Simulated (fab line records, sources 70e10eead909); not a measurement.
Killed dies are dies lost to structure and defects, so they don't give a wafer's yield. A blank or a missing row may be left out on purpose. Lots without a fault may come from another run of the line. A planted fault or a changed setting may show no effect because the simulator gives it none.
fab line records | flow nand_harc | part 2 of 2: steps 31 to 36 of 36
record lots=5 wafers=15 last_day=32
route steps=1302 shown A_STAIRCASE@773
lots that met no fault: from a run of the same line without faults
start_h: hours from the record's first day to the start of the lot's first wafer shown | wait_h: hours since the lot's step before | " the same as in the row above | L1.1+2: a row that stands for several wafers | - no value, or no start given | * or withheld: withheld | < > ~ a bound
route shown NAME@n: a module of which the file shows steps, and the number in the route of the first | usual: mean/standard deviation of fault-free wafers | same: alike in all rows | chamber/n: place in a boat | sites: the reading at each site | _std_site: their standard deviation | _edge_site: outer sites' mean less inner sites' | radius_mm: how far each site lies from the wafer's centre | mask NAME#n: copy n | behind: the tool/chamber that last shaped the wafer | hold: why the lot was held/for how many hours/how that ended | device: the transistor (n, p or np) that didn't switch | end of line: the same wafers' tests at the end of the route | a step without rows: its recipe alone | killed: dies lost to structure and defects at the first sort, not the wafer's yield | map: a wafer's dies, x killed, . not, _ none there
set.NAME: the setting as run; set.NAME@STEP: as run at that earlier step | model.NAME: the simulator's own value behind a step, which no gauge read
lots at some steps of the route; a table a step, a row a wafer
services: from which hour (start_h, from the record's first day; less than 0 if before it) a tool's chamber was out of use, for how many hours, and why
## steps
# step NHARC_A_STAIRCASE_HARDBAKE_290
# recipe temp_c=120 time_s=140
# columns lot.wafer tool chamber start_h wait_h
L079.4+5+6 litho_track-07 0 424.87 -
L080.3+4+5 litho_track-02 0 442.60 -
L086.3+4+6 litho_track-02 0 497.13 -
L087.3+5+6 litho_track-07 0 520.10 -
L092.1+5+6 litho_track-05 0 576.37 -
# step NHARC_A_STAIRCASE_DESCUM_291
# recipe time_s=3 o2_flow_sccm=200 ar_flow_sccm=0 bias_power_w=0 chemistry=O2
# usual drypump_motor_current_A=5.7/0.43 oes_product_au=0.999/0.0075 rf_vpp_V=57.8/0.84 showerhead_plenum_p_Torr=1.90/0.11 throttle_valve_pct=11.311/0.0094
# columns lot.wafer tool chamber start_h wait_h drypump_motor_current_A oes_product_au rf_hours_counter_h rf_vpp_V showerhead_plenum_p_Torr throttle_valve_pct
L079.6 rie_diel-04 2 425.03 - 5.4 0.999 - 59.5 1.79 11.335
L079.5 " 3 " " 5.4 1.001 - 57.1 1.87 11.301
L079.4 " 1 " " 5.0 1.010 - 58.4 1.77 11.304
L080.3 rie_diel-09 1 442.72 - 5.9 0.998 33 58.2 1.99 11.314
L080.4 " 2 " " 6.0 1.001 40 58.2 1.79 11.326
L080.5 " 0 " " 5.8 1.004 - 58.0 1.76 11.305
L086.4 rie_diel-04 0 497.26 - 5.7 1.003 39 57.9 2.03 11.318
L086.3 " 1 " " 5.0 1.011 47 57.8 1.76 11.303
L086.6 " 0 " " 5.7 0.997 - 58.3 2.03 11.306
L087.3 rie_diel-04 1 520.18 - 5.0 1.001 56 57.3 1.76 11.305
L087.6 " 1 " " 5.0 1.009 - 57.3 1.76 11.317
L087.5 " 2 " " 5.4 0.993 - 57.6 1.78 11.329
L092.1 rie_diel-01 3 576.47 - 6.8 1.004 3 59.8 2.06 11.324
L092.5 " 2 " " 5.9 0.998 - 58.4 1.95 11.310
L092.6 " 3 " " 6.8 0.994 - 58.5 2.06 11.304
# step NHARC_A_STAIRCASE_ETCH_292
# recipe cf4_flow_sccm=100 chf3_flow_sccm=30 ar_flow_sccm=0 rf_w=500 bias_w=200 chemistry=CF4/CHF3
# usual cf4_flow_sccm=99.97/0.27 drypump_motor_current_A=5.7/0.46 oes_product_au=0.943/0.023 rf_vpp_V=370.3/3 showerhead_plenum_p_Torr=1.57/0.089 throttle_valve_pct=16.803/0.0092
# columns lot.wafer tool chamber start_h wait_h cf4_flow_sccm drypump_motor_current_A oes_product_au rf_hours_counter_h rf_vpp_V showerhead_plenum_p_Torr throttle_valve_pct
L079.5 rie_diel-04 2 425.13 0.1 100.18 5.4 0.925 - 367.0 1.48 16.790
L079.6 " 3 " " 100.25 5.4 0.930 - 368.4 1.54 16.807
L079.4 " 1 " " 100.24 5.0 0.923 - 367.2 1.46 16.787
L080.3 rie_diel-09 1 442.78 0.1 100.00 5.9 0.989 33 372.8 1.63 16.801
L080.4 " 3 " " 99.69 5.5 0.957 41 376.0 1.69 16.801
L080.5 " 2 " " 99.75 6.0 0.977 - 368.9 1.48 16.803
L086.3 rie_diel-04 2 497.33 0.1 99.79 5.4 0.920 48 368.5 1.47 16.804
L086.4 " 1 " " 99.84 5.0 0.930 47 366.6 1.46 16.799
L086.6 " 3 " " 100.07 5.4 0.934 - 368.6 1.53 16.812
L087.3 rie_diel-04 2 520.27 0.1 99.73 5.4 0.923 58 367.6 1.47 16.801
L087.6 " 1 " " 100.17 5.0 0.931 - 365.7 1.45 16.809
L087.5 " 2 " " 99.94 5.4 0.926 - 365.6 1.47 16.802
L092.1 rie_diel-01 2 576.58 0.1 99.65 5.9 0.970 3 372.2 1.60 16.804
L092.6 " 3 " " 99.95 6.8 0.967 - 372.9 1.69 16.797
L092.5 " 0 " " 100.47 5.3 0.979 - 368.8 1.52 16.824
# step NHARC_A_STAIRCASE_HM_OPEN_460
# recipe o2_flow_sccm=400 cos_flow_sccm=20 ar_flow_sccm=0 rf_w=500 bias_w=300 chemistry=O2/COS
# usual drypump_motor_current_A=5.7/0.42 oes_product_au=0.999/0.0077 rf_vpp_V=467/3.7 showerhead_plenum_p_Torr=3.10/0.17 throttle_valve_pct=28.331/0.0085
# columns lot.wafer tool chamber start_h wait_h drypump_motor_current_A oes_product_au rf_hours_counter_h rf_vpp_V showerhead_plenum_p_Torr throttle_valve_pct
L079.4 rie_diel-04 2 - - 5.4 0.998 - 463 2.93 28.328
L079.6 " 3 " " 5.4 1.005 - 466 3.05 28.315
L079.5 " 1 " " 5.0 0.999 - 462 2.90 28.329
L080.4 rie_diel-09 0 - - 5.8 0.993 37 460 2.89 28.338
L080.3 " 1 " " 5.9 1.008 33 470 3.24 28.335
L080.5 " 1 " " 5.9 1.005 - 470 3.24 28.312
L086.4 rie_diel-04 0 - - 5.7 0.994 39 471 3.30 28.318
L086.3 " 1 " " 5.0 0.999 47 462 2.89 28.330
L086.6 " 3 " " 5.5 1.010 - 465 3.04 28.343
L087.3 rie_diel-04 2 - - 5.4 0.990 58 462 2.92 28.335
L087.5 " 1 " " 5.0 1.006 - 462 2.89 28.337
L087.6 " 2 " " 5.4 0.999 - 463 2.92 28.326
L092.1 rie_diel-01 3 - - 6.8 0.995 3 471 3.34 28.337
L092.5 " 2 " " 5.9 0.999 - 469 3.18 28.324
L092.6 " 3 " " 6.8 0.994 - 472 3.34 28.330
# step NHARC_A_STAIRCASE_STRIP_461
# recipe o2_flow_sccm=400 cos_flow_sccm=20 ar_flow_sccm=0 bias_w=0 chemistry=O2/COS
# columns lot.wafer tool chamber start_h wait_h
L079.6+4+5 rie_diel-04 3,1,2 - -
L080.3+4+5 rie_diel-09 3,1,0 - -
L086.3+4+6 rie_diel-04 1,2,3 - -
L087.3+5+6 rie_diel-04 0,1,2 - -
L092.1+6+5 rie_diel-01 1,0,1 - -
# step NHARC_A_STAIRCASE_ETCH_452
# recipe target_depth_a=300 overetch_a=30 time_s=16.5 ion_energy_ev=100 cf4_flow_sccm=80 o2_flow_sccm=20 ar_flow_sccm=0 rf_w=300 bias_w=100 chemistry=CF4/O2
# usual cf4_flow_sccm=80.02/0.25 drypump_motor_current_A=5.7/0.4 oes_product_au=1.000/0.0084 rf_vpp_V=197.5/1.6 showerhead_plenum_p_Torr=1.33/0.074 throttle_valve_pct=13.398/0.0095
# columns lot.wafer tool chamber start_h wait_h cf4_flow_sccm drypump_motor_current_A oes_product_au rf_hours_counter_h rf_vpp_V showerhead_plenum_p_Torr throttle_valve_pct
L079.6 rie_diel-04 3 - - 80.06 5.4 1.001 - 197.1 1.30 13.383
L079.4 " 1 " " 80.51 5.0 1.002 - 197.1 1.24 13.397
L079.5 " 2 " " 79.92 5.4 1.005 - 196.3 1.25 13.397
L080.4 rie_diel-09 1 - - 80.00 5.9 1.004 33 198.5 1.39 13.394
L080.3 " 0 " " 79.86 5.9 0.990 37 196.8 1.23 13.416
L080.5 " 2 " " 79.96 6.0 0.989 - 195.7 1.25 13.388
L086.4 rie_diel-04 0 - - 80.20 5.7 0.997 39 199.5 1.41 13.404
L086.3 " 1 " " 80.10 5.0 1.012 47 196.4 1.23 13.396
L086.6 " 2 " " 79.79 5.4 0.999 - 196.9 1.25 13.401
L087.3 rie_diel-04 0 - - 79.84 5.7 0.986 43 198.6 1.41 13.383
L087.5 " 3 " " 79.73 5.4 0.999 - 196.4 1.30 13.392
L087.6 " 0 " " 79.72 5.7 0.988 - 198.5 1.41 13.399
L092.1 rie_diel-01 0 - - 79.87 5.4 1.006 3 195.4 1.28 13.408
L092.6 " 1 " " 80.71 5.8 0.996 - 195.6 1.27 13.387
L092.5 " 2 " " 79.90 5.8 1.012 - 199.6 1.36 13.395
## services
# columns tool chamber start_h hours kind
litho_track-02 - 402.00 7.0 pm
rie_diel-09 1 404.93 4.2 repair
krf_scanner-04 - 416.49 34.7 repair
rie_diel-01 3 419.12 9.8 repair
rie_diel-04 0 422.55 17.5 repair
litho_track-07 - 426.00 7.0 pm
pecvd-03 0 439.79 4.7 repair
rie_diel-09 - 442.47 0.2 repair
rie_diel-01 0 458.27 3.5 repair
rie_diel-04 1 460.53 6.7 repair
litho_track-05 - 474.00 7.0 pm
krf_scanner-01 - 484.00 4.0 pm
rie_diel-09 0 490.75 6.1 repair
rie_diel-09 - 497.12 9.0 pm
rie_diel-04 0 508.72 4.9 repair
wet_bench-07 - 512.03 8.0 pm
rie_diel-04 - 533.00 9.0 pm
krf_scanner-01 - 536.01 0.3 repair
pecvd-03 - 538.63 3.2 repair
wet_bench-06 - 545.60 8.0 pm
pecvd-03 - 547.25 13.0 pm
rie_diel-01 - 557.93 9.0 pm
rie_diel-09 0 567.71 13.4 repair
litho_track-02 - 577.00 7.0 pm
